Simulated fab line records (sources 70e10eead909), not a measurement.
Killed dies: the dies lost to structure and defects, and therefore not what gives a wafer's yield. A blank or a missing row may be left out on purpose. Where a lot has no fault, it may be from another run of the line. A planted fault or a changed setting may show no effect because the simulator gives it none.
fab line records	flow nand-harc
record: lots: 24	wafers: 72	last-day: 35
route steps=1302 shown A_STAIRCASE@785
lots untouched by any fault: they come from a run of this same line in which no faults occurred
start-h: hours from the record's first day to the start of the lot's first wafer shown	wait-h: how many hours have passed since the lot's step before this one	" unchanged from the row above	L1.1+2: a single row standing in for several wafers	- value missing, or start not given	* or withheld: withheld	< > ~ a bound
route shown NAME@n: names a module that has steps shown in the file, with the first one's number in the route	usual: mean and standard deviation over wafers with no fault	same: alike in all rows	chamber/n: place in a boat	sites: readings site by site	_std_site: standard deviation across them	_edge_site: mean of outer sites minus mean of inner sites	radius-mm: for every site, how far away it sits from the centre of the wafer	mask NAME#n: copy n	behind: the tool/chamber that last shaped the wafer	hold: why the lot went on hold/how many hours it stayed there/how the hold came to an end	device: which transistor (n, p or np) failed to switch	end of line: tests run on the same wafers once the route is complete	a step with no rows: only its recipe	killed: at the first sort, the dies lost to defects and structure; wafer yield is something else	map: a wafer's dies, x killed, . not, _ none there
set.NAME: the setting the step ran with; set.NAME@STEP: the setting that earlier step ran with	model.NAME: the simulator's own value behind a step, which no gauge read
one table for each step of the route and one row for each wafer, over a sample of lots
services: a tool's chamber out of use, with start hour (start-h, from the record's first day; less than 0 if before it), hours out, and reason
== steps ==
step: NHARC_A_STAIRCASE_ETCH_271
recipe: cf4-flow-sccm: 100	chf3-flow-sccm: 30	ar-flow-sccm: 0	rf-w: 500	bias-w: 200	chemistry: CF4/CHF3
usual: drypump-motor-current-A: 5.7/0.51	mfc-ar-sccm: 0.011/0.013	oes-product-au: 0.945/0.023	rf-fwd-power-W: 496.5/1.8	rf-vpp-V: 369.9/2.3	showerhead-plenum-p-Torr: 1.55/0.063	throttle-valve-pct: 16.802/0.0091
lot.wafer	tool	chamber	start-h	wait-h	drypump-motor-current-A	mfc-ar-sccm	oes-product-au	rf-fwd-power-W	rf-hours-counter-h	rf-vpp-V	showerhead-plenum-p-Torr	throttle-valve-pct
L074.2	rie-diel-05	3	376.79	0.1	5.2	0	0.930	497.0	51	372.7	1.62	16.802
L074.5	"	2	"	"	5.7	0.034	0.925	493.3	-	368.2	1.47	16.799
L074.6	"	3	"	"	5.2	0	0.928	497.3	-	371.9	1.62	16.807
L075.4	rie-diel-01	2	377.69	0.3	6.1	0	0.943	495.8	51	370.6	1.55	16.796
L075.3	"	3	"	"	6.3	0	0.947	499.0	47	371.4	1.56	16.800
L075.6	"	2	"	"	6.2	0	0.945	495.6	-	368.7	1.55	16.803
L076.2	rie-diel-04	1	393.61	0.1	5.6	0	0.928	493.4	9	368.5	1.53	16.800
L076.4	"	3	"	"	6.6	0.006	0.907	495.9	10	374.3	1.70	16.802
L076.5	"	2	"	"	5.2	0.017	0.939	494.7	-	372.0	1.60	16.823
L077.3	rie-diel-05	2	395.47	0.1	5.7	0.034	0.933	495.2	59	368.3	1.47	16.787
L077.2	"	0	"	"	6.0	0	0.916	494.9	48	367.5	1.49	16.800
L077.1	"	1	"	"	4.9	0.032	0.920	494.6	49	371.3	1.61	16.788
L078.2	rie-diel-05	3	399.99	0.1	5.2	0	0.978	495.9	59	372.5	1.61	16.809
L078.1	"	0	"	"	6.0	0	0.961	494.7	49	367.8	1.49	16.795
L078.3	"	1	"	"	4.9	0.032	0.981	496.3	50	372.3	1.61	16.806
L081.4	rie-diel-05	3	432.60	0.1	5.2	0	0.942	497.9	4	372.0	1.61	16.808
L081.1	"	0	"	"	6.0	0	0.954	494.2	4	367.1	1.49	16.792
L081.5	"	2	"	"	5.7	0.034	0.971	494.9	-	368.7	1.47	16.800
L080.2	rie-diel-04	3	434.45	0.1	6.6	0.006	0.945	496.4	22	374.1	1.69	16.813
L080.1	"	0	"	"	5.5	0.020	0.964	495.1	22	368.8	1.54	16.816
L080.5	"	2	"	"	5.2	0.017	0.963	496.2	-	371.9	1.60	16.817
L079.4	rie-diel-04	1	439.93	0.2	5.6	0	0.931	493.3	23	368.3	1.53	16.817
L079.2	"	2	"	"	5.2	0.017	0.924	496.6	22	371.1	1.60	16.796
L079.5	"	3	"	"	6.6	0.006	0.900	498.2	-	375.2	1.69	16.814
L082.1	rie-diel-04	2	464.05	0.1	5.2	0.017	0.918	498.9	34	370.0	1.59	16.787
L082.2	"	0	"	"	5.4	0.020	0.905	497.1	38	369.5	1.54	16.805
L082.6	"	1	"	"	5.6	0	0.923	494.8	-	371.8	1.53	16.805
L083.2	rie-diel-01	0	465.73	0.1	6.7	0.003	0.933	495.9	19	367.4	1.48	16.804
L083.6	"	1	"	"	6.1	0	0.926	498.2	-	370.5	1.56	16.806
L083.5	"	2	"	"	6.2	0	0.932	498.7	-	369.0	1.55	16.805
L085.3	rie-diel-05	0	474.92	0.1	6.0	0	0.988	493.1	22	368.0	1.49	16.819
L085.5	"	1	"	"	4.9	0.032	0.955	495.2	-	371.6	1.60	16.801
L085.6	"	2	"	"	5.7	0.034	0.965	496.3	-	366.8	1.46	16.814
L084.2	rie-diel-04	3	475.65	0.2	6.6	0.006	0.901	497.4	41	374.2	1.69	16.791
L084.4	"	1	"	"	5.6	0	0.923	492.6	40	367.9	1.53	16.803
L084.6	"	0	"	"	5.5	0.020	0.912	496.9	-	370.6	1.54	16.789
L086.2	rie-diel-05	3	484.41	0.1	5.2	0	0.956	496.0	24	371.5	1.61	16.819
L086.3	"	0	"	"	6.0	0	0.967	497.1	24	366.6	1.49	16.795
L086.5	"	0	"	"	5.9	0	0.976	497.0	-	367.7	1.49	16.796
L088.1	rie-diel-01	0	506.61	0.1	6.6	0.003	0.972	497.3	31	368.1	1.48	16.781
L088.4	"	2	"	"	6.2	0	0.959	498.3	27	369.9	1.54	16.797
L088.2	"	3	"	"	6.3	0	0.965	498.2	31	368.5	1.55	16.807
L087.2	rie-diel-05	3	508.32	0.1	5.2	0	0.955	497.7	33	371.5	1.60	16.798
L087.3	"	0	"	"	6.0	0	0.965	495.5	34	366.3	1.48	16.798
L087.5	"	2	"	"	5.7	0.034	0.987	495.5	-	366.9	1.46	16.793
L089.1	rie-diel-05	0	514.43	0.1	6.0	0	0.964	494.0	37	367.7	1.48	16.804
L089.6	"	3	"	"	5.2	0	0.961	497.2	-	372.3	1.60	16.782
L089.5	"	0	"	"	6.0	0	0.963	492.0	-	367.8	1.48	16.803
L090.2	rie-diel-04	1	529.65	0.1	5.6	0	0.965	493.4	52	369.6	1.52	16.812
L090.3	"	2	"	"	5.2	0.017	0.954	496.9	51	370.1	1.59	16.800
L090.6	"	1	"	"	5.6	0	0.978	493.9	-	369.0	1.52	16.803
L091.4	rie-diel-05	1	537.98	0.1	4.9	0.032	0.949	499.9	44	371.6	1.60	16.800
L091.1	"	3	"	"	5.2	0	0.936	497.4	46	372.2	1.60	16.802
L091.5	"	2	"	"	5.7	0.034	0.953	497.2	-	367.4	1.46	16.800
L093.3	rie-diel-04	3	555.61	0.1	6.6	0.006	0.937	499.6	3	374.5	1.68	16.811
L093.6	"	3	"	"	6.6	0.006	0.944	500.3	-	374.1	1.68	16.803
L093.5	"	0	"	"	5.5	0.020	0.962	497.1	-	370.5	1.53	16.789
L092.3	rie-diel-05	0	561.56	0.1	6.0	0	0.962	493.5	53	366.5	1.48	16.801
L092.1	"	1	"	"	4.9	0.032	0.932	496.8	52	370.2	1.60	16.800
L092.5	"	1	"	"	4.9	0.032	0.951	497.0	-	370.8	1.60	16.806
L094.2	rie-diel-05	0	569.52	0.1	6.0	0	0.933	493.2	54	368.1	1.48	16.798
L094.4	"	1	"	"	4.9	0.032	0.907	497.0	54	371.7	1.60	16.813
L094.5	"	0	"	"	6.0	0	0.939	492.6	-	368.4	1.48	16.794
L095.3	rie-diel-01	3	593.72	0.1	6.3	0	0.924	496.9	10	369.8	1.54	16.792
L095.5	"	2	"	"	6.2	0	0.922	499.3	-	369.0	1.53	16.805
L095.6	"	0	"	"	6.7	0.003	0.924	494.2	-	367.3	1.47	16.809
L096.2	rie-diel-04	0	596.75	0.1	5.5	0.020	0.922	497.1	15	366.9	1.53	16.810
L096.3	"	1	"	"	5.6	0	0.933	494.7	14	369.6	1.52	16.808
L096.5	"	0	"	"	5.5	0.020	0.918	495.9	-	369.0	1.53	16.788
L097.2	rie-diel-01	1	607.36	0.1	6.1	0	0.975	498.8	16	368.1	1.55	16.805
L097.4	"	2	"	"	6.1	0	0.943	496.7	19	368.7	1.53	16.798
L097.3	"	3	"	"	6.3	0	0.966	497.2	17	369.4	1.54	16.801
step: NHARC_A_STAIRCASE_ETCH_273
recipe: target-depth-a: 1.02e+05	time-s: 2468.6	ion-energy-ev: 800	c4f8-flow-sccm: 80	o2-flow-sccm: 60	ar-flow-sccm: withheld	rf-w: 600	bias-w: 3000	chemistry: C4F8/O2/Ar
usual: oes-product-au: 0.932/0.012	rf-fwd-power-W: 599.9/1.8	rf-vpp-V: 1824/11
lot.wafer	tool	chamber	start-h	wait-h	oes-product-au	rf-fwd-power-W	rf-hours-counter-h	rf-vpp-V
L074.2	rie-diel-05	3	-	-	0.945	601.6	51	1833
L074.6	"	2	"	"	0.929	598.3	-	1810
L074.5	"	3	"	"	0.941	600.6	-	1834
L075.4	rie-diel-01	3	-	-	0.937	601.2	48	1823
L075.3	"	0	"	"	0.929	596.3	48	1812
L075.6	"	0	"	"	0.929	598.8	-	1811
L076.4	rie-diel-04	0	-	-	0.928	599.3	9	1823
L076.2	"	1	"	"	0.933	600.7	9	1819
L076.5	"	3	"	"	0.907	602.6	-	1846
L077.3	rie-diel-05	1	-	-	0.940	597.0	49	1833
L077.1	"	2	"	"	0.943	602.6	60	1811
L077.2	"	3	"	"	0.932	600.0	58	1833
L078.1	rie-diel-05	3	-	-	0.949	603.5	59	1834
L078.3	"	1	"	"	0.955	599.2	51	1833
L078.2	"	2	"	"	0.949	598.4	61	1811
L081.1	rie-diel-05	1	-	-	0.933	601.3	5	1832
L081.4	"	0	"	"	0.936	601.5	5	1813
L081.5	"	2	"	"	0.933	600.2	-	1810
L080.2	rie-diel-04	1	-	-	0.948	598.8	22	1819
L080.1	"	3	"	"	0.925	598.6	22	1846
L080.5	"	0	"	"	0.937	599.2	-	1822
L079.2	rie-diel-04	2	-	-	0.928	596.9	28	1831
L079.4	"	1	"	"	0.933	595.0	29	1819
L079.5	"	2	"	"	0.939	599.3	-	1829
L082.1	rie-diel-04	2	-	-	0.928	599.3	35	1830
L082.2	"	3	"	"	0.889	600.4	37	1845
L082.6	"	3	"	"	0.912	597.4	-	1844
L083.2	rie-diel-01	3	-	-	0.942	600.8	19	1823
L083.5	"	0	"	"	0.936	598.2	-	1811
L083.6	"	1	"	"	0.933	601.2	-	1823
L085.3	rie-diel-05	3	-	-	0.931	600.1	21	1833
L085.5	"	2	"	"	0.940	600.9	-	1810
L085.6	"	3	"	"	0.935	600.1	-	1833
L084.4	rie-diel-04	3	-	-	0.903	601.4	41	1846
L084.2	"	0	"	"	0.929	603.2	43	1821
L084.6	"	3	"	"	0.905	597.8	-	1844
L086.3	rie-diel-05	1	-	-	0.949	598.5	23	1831
L086.2	"	2	"	"	0.942	602.2	23	1808
L086.5	"	1	"	"	0.943	602.9	-	1832
L088.1	rie-diel-01	3	-	-	0.943	602.3	32	1822
L088.2	"	0	"	"	0.944	601.8	31	1809
L088.4	"	2	"	"	0.937	598.9	-	1823
L087.2	rie-diel-05	3	-	-	0.930	601.0	33	1833
L087.3	"	0	"	"	0.953	600.7	35	1812
L087.5	"	0	"	"	0.951	601.5	-	1813
L089.1	rie-diel-05	1	-	-	0.925	599.0	33	1832
L089.6	"	1	"	"	0.932	601.1	-	1832
L089.5	"	2	"	"	0.935	600.0	-	1808
L090.3	rie-diel-04	0	-	-	0.928	599.4	57	1821
L090.2	"	1	"	"	0.943	597.2	53	1817
L090.6	"	1	"	"	0.938	598.9	-	1819
L091.1	rie-diel-05	3	-	-	0.922	602.7	51	1831
L091.5	"	1	"	"	0.918	597.6	-	1829
L091.4	"	2	"	"	0.944	596.5	-	1808
L093.3	rie-diel-04	0	-	-	0.919	600.5	3	1819
L093.5	"	3	"	"	0.917	601.7	-	1843
L093.6	"	0	"	"	0.920	602.9	-	1821
L092.1	rie-diel-05	1	-	-	0.926	602.1	53	1831
L092.3	"	3	"	"	0.915	598.2	57	1832
L092.5	"	1	"	"	0.937	601.5	-	1829
L094.4	rie-diel-05	2	-	-	0.939	599.7	55	1809
L094.2	"	1	"	"	0.927	599.3	54	1831
L094.5	"	3	"	"	0.922	600.1	-	1831
L095.3	rie-diel-01	3	-	-	0.939	598.8	11	1822
L095.5	"	0	"	"	0.936	600.2	-	1810
L095.6	"	2	"	"	0.925	601.6	-	1820
L096.3	rie-diel-04	0	-	-	0.933	601.5	16	1820
L096.2	"	2	"	"	0.960	598.7	18	1830
L096.5	"	0	"	"	0.926	602.1	-	1820
L097.4	rie-diel-01	2	-	-	0.931	603.8	20	1820
L097.3	"	3	"	"	0.927	598.3	17	1822
L097.2	"	0	"	"	0.929	599.2	17	1809
step: NHARC_A_STAIRCASE_HM_DEP_459
recipe: target-thk-a: 15000	temp-c: 400	material: aC
usual: throttle-valve-pct: 35.000/0.0096
lot.wafer	tool	chamber	start-h	wait-h	throttle-valve-pct
L074.2	acl-dep-02	0	383.02	3.3	35.021
L074.5	"	0	"	"	35.003
L074.6	"	0	"	"	35.003
L075.3	acl-dep-01	0	384.19	3.5	35.001
L075.4	"	0	"	"	34.991
L075.6	"	0	"	"	34.998
L076.2	acl-dep-02	0	396.92	0.4	35.014
L076.4	"	0	"	"	34.978
L076.5	"	0	"	"	34.992
L077.1	acl-dep-01	0	398.42	0.1	35.001
L077.2	"	0	"	"	34.993
L077.3	"	0	"	"	34.991
L078.1	acl-dep-02	0	404.94	2.1	35.002
L078.2	"	0	"	"	34.996
L078.3	"	0	"	"	35.006
L081.1	acl-dep-03	0	438.63	3.2	34.987
L081.4	"	0	"	"	34.999
L081.5	"	0	"	"	35.011
L080.1	acl-dep-01	0	438.86	1.6	35.000
L080.2	"	0	"	"	35.002
L080.5	"	0	"	"	35.001
L079.2	acl-dep-01	0	448.92	0.4	35.005
L079.4	"	0	"	"	35.004
L079.5	"	0	"	"	34.993
L082.1	acl-dep-02	0	470.11	3.2	34.997
L082.2	"	0	"	"	35.011
L082.6	"	0	471.64	4.7	34.989
L083.2	acl-dep-03	0	470.54	2.0	34.995
L083.5	"	0	"	"	34.996
L083.6	"	0	"	"	35.010
L084.2	acl-dep-01	0	479.94	1.4	35.001
L084.4	"	0	"	"	34.988
L084.6	"	0	"	"	34.996
L085.3	acl-dep-03	0	480.02	2.2	34.998
L085.5	"	0	"	"	35.005
L085.6	"	0	"	"	35.009
L086.2	acl-dep-01	0	487.65	0.4	35.002
L086.3	"	0	"	"	34.990
L086.5	"	0	"	"	34.994
L088.1	acl-dep-02	0	515.28	5.3	34.998
L088.2	"	0	"	"	35.003
L088.4	"	0	"	"	35.002
L087.2	acl-dep-01	0	516.96	5.8	35.003
L087.3	"	0	"	"	34.984
L087.5	"	0	"	"	35.010
L089.1	acl-dep-01	0	521.67	4.1	34.997
L089.5	"	0	522.90	5.4	34.992
L089.6	"	0	"	"	35.025
L090.2	acl-dep-03	0	533.04	0.4	34.993
L090.3	"	0	"	"	35.006
L090.6	"	0	"	"	34.992
L091.1	acl-dep-03	0	547.17	2.3	34.984
L091.4	"	0	"	"	34.989
L091.5	"	0	"	"	34.990
L093.3	acl-dep-02	0	562.09	3.3	35.003
L093.5	"	0	"	"	35.014
L093.6	"	0	"	"	35.007
L092.1	acl-dep-03	0	566.11	1.7	35.012
L092.3	"	0	"	"	35.009
L092.5	"	0	"	"	35.004
L094.2	acl-dep-03	0	572.85	0.4	35.007
L094.4	"	0	"	"	35.006
L094.5	"	0	"	"	34.997
L095.3	acl-dep-01	0	598.90	1.7	34.992
L095.5	"	0	"	"	34.979
L095.6	"	0	"	"	35.020
L096.2	acl-dep-03	0	601.20	1.6	35.009
L096.3	"	0	"	"	34.991
L096.5	"	0	"	"	35.009
L097.2	acl-dep-03	0	611.20	0.9	34.988
L097.3	"	0	"	"	35.004
L097.4	"	0	"	"	35.001
step: NHARC_A_STAIRCASE_HM_DEP_462
recipe: target-thk-a: 8000	temp-c: 400	material: aC
usual: throttle-valve-pct: 35.000/0.0099
lot.wafer	tool	chamber	start-h	wait-h	throttle-valve-pct
L074.2	acl-dep-01	0	388.57	0.4	35.009
L074.5	"	0	"	"	34.996
L074.6	"	0	"	"	34.994
L075.3	acl-dep-02	0	389.47	0.7	34.994
L075.4	"	0	"	"	34.994
L075.6	"	0	"	"	34.994
L076.2	acl-dep-03	0	403.55	1.9	34.996
L076.4	"	0	"	"	34.994
L076.5	"	0	"	"	34.999
L077.1	acl-dep-03	0	405.09	1.8	34.997
L077.2	"	0	"	"	35.010
L077.3	"	0	"	"	35.000
L078.1	acl-dep-01	0	410.07	0.1	35.007
L078.2	"	0	"	"	34.998
L078.3	"	0	"	"	35.019
L081.1	acl-dep-01	0	444.00	0.1	35.007
L081.4	"	0	"	"	35.012
L081.5	"	0	"	"	34.995
L080.1	acl-dep-03	0	444.16	0.1	35.006
L080.2	"	0	"	"	34.993
L080.5	"	0	"	"	34.995
L079.2	acl-dep-03	0	454.30	0.4	35.001
L079.4	"	0	"	"	35.026
L079.5	"	0	"	"	34.998
L082.1	acl-dep-03	0	475.68	0.4	34.989
L082.2	"	0	"	"	35.006
L082.6	"	0	477.21	2.0	35.008
L083.2	acl-dep-01	0	478.13	2.6	35.005
L083.5	"	0	"	"	34.993
L083.6	"	0	"	"	34.998
L084.2	acl-dep-03	0	485.05	0.4	35.001
L084.4	"	0	"	"	35.000
L084.6	"	0	"	"	34.994
L085.3	acl-dep-02	0	485.12	0.7	34.989
L085.5	"	0	"	"	35.018
L085.6	"	0	"	"	35.004
L086.2	acl-dep-01	0	492.79	0.4	35.003
L086.3	"	0	"	"	34.981
L086.5	"	0	"	"	34.996
L088.1	acl-dep-03	0	524.99	4.7	34.991
L088.2	"	0	"	"	35.002
L088.4	"	0	"	"	34.992
L087.2	acl-dep-02	0	525.50	3.7	34.996
L087.3	"	0	"	"	34.999
L087.5	"	0	"	"	34.979
L089.1	acl-dep-03	0	528.52	1.6	35.024
L089.5	"	0	529.75	2.9	35.000
L089.6	"	0	"	"	34.978
L090.2	acl-dep-03	0	538.17	0.4	35.000
L090.3	"	0	"	"	34.988
L090.6	"	0	"	"	34.993
L091.1	acl-dep-03	0	552.57	0.1	34.998
L091.4	"	0	"	"	35.003
L091.5	"	0	"	"	35.018
L093.3	acl-dep-02	0	569.04	2.2	35.006
L093.5	"	0	"	"	34.988
L093.6	"	0	"	"	35.011
L092.1	acl-dep-02	0	571.23	0.1	35.003
L092.3	"	0	"	"	35.006
L092.5	"	0	"	"	35.016
L094.2	acl-dep-01	0	579.09	1.6	34.999
L094.4	"	0	"	"	35.007
L094.5	"	0	"	"	35.018
L095.3	acl-dep-02	0	605.61	2.4	35.012
L095.5	"	0	"	"	34.988
L095.6	"	0	"	"	35.001
L096.2	acl-dep-03	0	606.57	0.6	35.002
L096.3	"	0	"	"	34.996
L096.5	"	0	"	"	34.986
L097.2	acl-dep-01	0	618.62	2.3	35.003
L097.3	"	0	"	"	34.983
L097.4	"	0	"	"	34.998
step: NHARC_A_STAIRCASE_ALD_415
recipe: target-thk-a: 300	pulse-time-s: 6	ald-cycles: 300	temp-c: 300	material: SiO2
usual: heater-power-w: 470/38	precursor-pulse-height-rel: 1.001/0.019
lot.wafer	tool	chamber	start-h	wait-h	heater-power-w	precursor-pulse-height-rel
L074.2	ald-hk-03	2	393.31	0.5	466	1.016
L074.5	"	0	"	"	415	1.006
L074.6	"	1	"	"	489	1.017
L075.4	ald-hk-02	1	393.56	0.1	483	0.981
L075.3	"	3	"	"	489	1.026
L075.6	"	2	"	"	470	0.978
L076.4	ald-hk-04	2	407.83	0.1	489	0.997
L076.2	"	3	"	"	468	1.024
L076.5	"	3	"	"	488	0.998
L077.3	ald-hk-02	2	409.92	0.3	481	1.002
L077.1	"	3	"	"	477	1.012
L077.2	"	0	"	"	519	0.987
L078.1	ald-hk-03	0	414.90	0.3	426	0.991
L078.2	"	1	"	"	511	1.021
L078.3	"	2	"	"	474	0.957
L081.4	ald-hk-02	0	448.62	0.1	521	1.020
L081.1	"	2	"	"	485	0.971
L081.5	"	1	"	"	486	1.031
L080.2	ald-hk-04	2	449.01	0.1	492	1.011
L080.1	"	3	"	"	473	0.992
L080.5	"	2	"	"	485	1.011
L079.4	ald-hk-04	1	459.25	0.3	410	1.006
L079.2	"	2	"	"	495	0.969
L079.5	"	1	"	"	419	0.998
L082.1	ald-hk-04	3	480.62	0.3	471	0.986
L082.2	"	1	"	"	420	1.003
L082.6	"	2	"	"	491	1.008
L083.2	ald-hk-04	0	483.05	0.7	481	0.981
L083.5	"	1	"	"	419	0.980
L083.6	"	2	"	"	505	0.993
L084.4	ald-hk-03	2	489.55	0.1	485	0.980
L084.2	"	1	"	"	508	1.018
L084.6	"	2	"	"	477	1.013
L085.3	ald-hk-04	0	489.91	0.8	469	0.987
L085.6	"	1	"	"	413	1.008
L085.5	"	2	"	"	491	1.029
L086.2	ald-hk-02	1	497.32	0.1	484	1.008
L086.3	"	2	"	"	489	1.006
L086.5	"	2	"	"	486	0.975
L087.3	ald-hk-03	1	533.34	0.5	520	1.042
L087.2	"	2	"	"	475	1.008
L087.5	"	0	"	"	411	1.007
L089.1	ald-hk-03	1	534.73	1.2	524	1.023
L089.5	"	3	"	"	401	0.999
L089.6	"	0	"	"	430	1.005
L088.1	ald-hk-04	0	535.59	1.9	487	1.010
L088.4	"	1	"	"	405	1.001
L088.2	"	2	"	"	509	1.019
L090.2	ald-hk-03	1	542.96	0.3	521	1.036
L090.3	"	3	"	"	390	1.010
L090.6	"	0	"	"	421	0.974
L091.4	ald-hk-04	2	558.08	0.5	480	0.975
L091.1	"	3	"	"	466	0.977
L091.5	"	1	"	"	435	0.953
L093.3	ald-hk-04	2	576.98	0.9	497	0.994
L093.6	"	0	"	"	488	1.010
L093.5	"	1	"	"	408	1.006
L092.1	ald-hk-02	3	577.18	0.3	493	1.032
L092.3	"	1	"	"	482	1.014
L092.5	"	0	"	"	527	0.993
L094.4	ald-hk-02	1	583.59	0.3	492	0.976
L094.2	"	3	"	"	490	0.977
L094.5	"	0	"	"	538	0.965
L095.3	ald-hk-03	1	609.79	0.1	504	0.993
L095.6	"	1	611.61	1.9	499	1.003
L095.5	"	2	"	"	466	1.006
L096.3	ald-hk-02	0	611.18	0.1	531	1.016
L096.2	"	3	612.56	1.4	475	0.999
L096.5	"	0	"	"	540	0.977
L097.3	ald-hk-02	2	624.93	1.9	460	0.977
L097.2	"	3	"	"	476	1.012
L097.4	"	0	"	"	523	1.010
step: NHARC_A_STAIRCASE_DEP_417
recipe: target-thk-a: 600	step-coverage-pct: 20	temp-c: 400	target-thk-nm: 60	flow-sccm: 200	rf-w: 450	material: Si3N4
usual: heater-power-w: 679/110	rf-fwd-power-W: 449.3/1.3
lot.wafer	tool	chamber	start-h	wait-h	heater-power-w	rf-fwd-power-W
L074.2	pecvd-03	0	395.15	-	520	449.4
L074.5	"	0	"	"	514	451.5
L074.6	"	1	"	"	620	450.1
L075.3	pecvd-01	2	395.83	-	786	449.1
L075.4	"	2	"	"	782	449.2
L075.6	"	0	"	"	619	447.7
L076.2	pecvd-04	0	410.31	-	749	447.9
L076.5	"	1	"	"	786	447.4
L076.4	"	0	"	"	732	447.6
L077.2	pecvd-01	2	411.98	-	636	450.3
L077.3	"	0	"	"	755	449.9
L077.1	"	1	"	"	661	449.8
L078.1	pecvd-01	0	416.94	-	757	449.4
L078.2	"	1	"	"	657	450.1
L078.3	"	2	"	"	802	449.4
L081.1	pecvd-03	0	450.90	-	502	450.7
L081.4	"	0	"	"	512	451.1
L081.5	"	2	"	"	642	451.0
L080.2	pecvd-03	0	451.27	-	592	449.4
L080.1	"	1	"	"	577	448.5
L080.5	"	0	"	"	579	449.3
L079.2	pecvd-03	1	461.39	-	600	446.8
L079.5	"	2	"	"	574	450.3
L079.4	"	1	"	"	609	449.3
L082.2	pecvd-01	2	482.72	-	702	447.5
L082.1	"	0	"	"	750	448.7
L082.6	"	2	"	"	709	449.1
L083.2	pecvd-04	2	484.66	-	887	448.5
L083.5	"	2	"	"	893	450.3
L083.6	"	0	"	"	798	451.4
L084.2	pecvd-03	1	491.79	-	546	450.1
L084.6	"	1	"	"	563	451.6
L084.4	"	2	"	"	614	450.5
L085.3	pecvd-04	0	491.82	-	678	449.0
L085.6	"	1	"	"	813	450.2
L085.5	"	2	"	"	812	448.9
L086.2	pecvd-04	1	499.64	-	797	449.9
L086.3	"	2	"	"	887	447.7
L086.5	"	2	"	"	871	448.5
L087.2	pecvd-01	2	535.16	-	815	447.3
L087.3	"	1	"	"	524	449.2
L087.5	"	2	"	"	824	449.3
L089.1	pecvd-01	0	536.64	-	690	449.9
L089.5	"	2	"	"	811	450.7
L089.6	"	0	"	"	709	450.7
L088.2	pecvd-04	2	537.86	-	877	449.2
L088.1	"	1	"	"	724	448.0
L088.4	"	0	"	"	711	448.1
L090.3	pecvd-03	0	544.98	-	488	451.7
L090.2	"	1	"	"	640	448.7
L090.6	"	1	"	"	648	447.1
L091.1	pecvd-01	0	559.95	-	776	451.1
L091.5	"	2	"	"	779	447.7
L091.4	"	1	"	"	646	450.1
L093.3	pecvd-04	1	578.77	-	785	446.6
L093.6	"	1	"	"	798	447.9
L093.5	"	2	"	"	919	447.0
L092.3	pecvd-03	2	579.42	-	609	449.8
L092.1	"	0	"	"	511	450.8
L092.5	"	1	"	"	603	449.1
L094.2	pecvd-01	2	585.71	-	770	447.7
L094.4	"	1	"	"	639	448.5
L094.5	"	2	"	"	748	449.6
L095.3	pecvd-01	2	613.48	-	728	450.7
L095.6	"	0	"	"	728	449.6
L095.5	"	2	"	"	727	449.9
L096.3	pecvd-03	2	614.82	-	531	448.2
L096.2	"	0	"	"	589	448.9
L096.5	"	2	"	"	547	447.7
L097.2	pecvd-03	2	628.12	-	503	447.6
L097.3	"	1	"	"	619	450.6
L097.4	"	2	"	"	511	448.1
== services ==
tool	chamber	start-h	hours	kind
rie-diel-04	-	356.38	9.0	pm
pecvd-03	1	361.79	13.5	repair
pecvd-03	-	366.43	13.0	pm
acl-dep-01	-	370.57	13.0	pm
rie-diel-01	-	382.01	9.0	pm
rie-diel-05	1	404.34	10.2	repair
rie-diel-05	-	407.70	9.0	pm
ald-hk-04	-	410.11	0.3	repair
rie-diel-01	2	418.37	5.0	repair
acl-dep-02	-	425.91	13.0	pm
rie-diel-01	3	432.83	5.4	repair
acl-dep-03	-	486.58	13.0	pm
rie-diel-01	3	518.23	14.8	repair
rie-diel-04	-	533.38	9.0	pm
rie-diel-01	1	541.13	11.0	repair
rie-diel-05	0	541.14	4.4	repair
acl-dep-01	-	551.57	13.0	pm
rie-diel-01	-	559.01	9.0	pm
rie-diel-05	0	571.25	7.7	repair
rie-diel-05	-	584.74	9.0	pm
rie-diel-04	2	591.69	4.0	repair
acl-dep-02	-	606.91	13.0	pm
rie-diel-04	2	620.67	3.5	repair
rie-diel-05	3	621.63	9.3	repair
== key ==
fault none
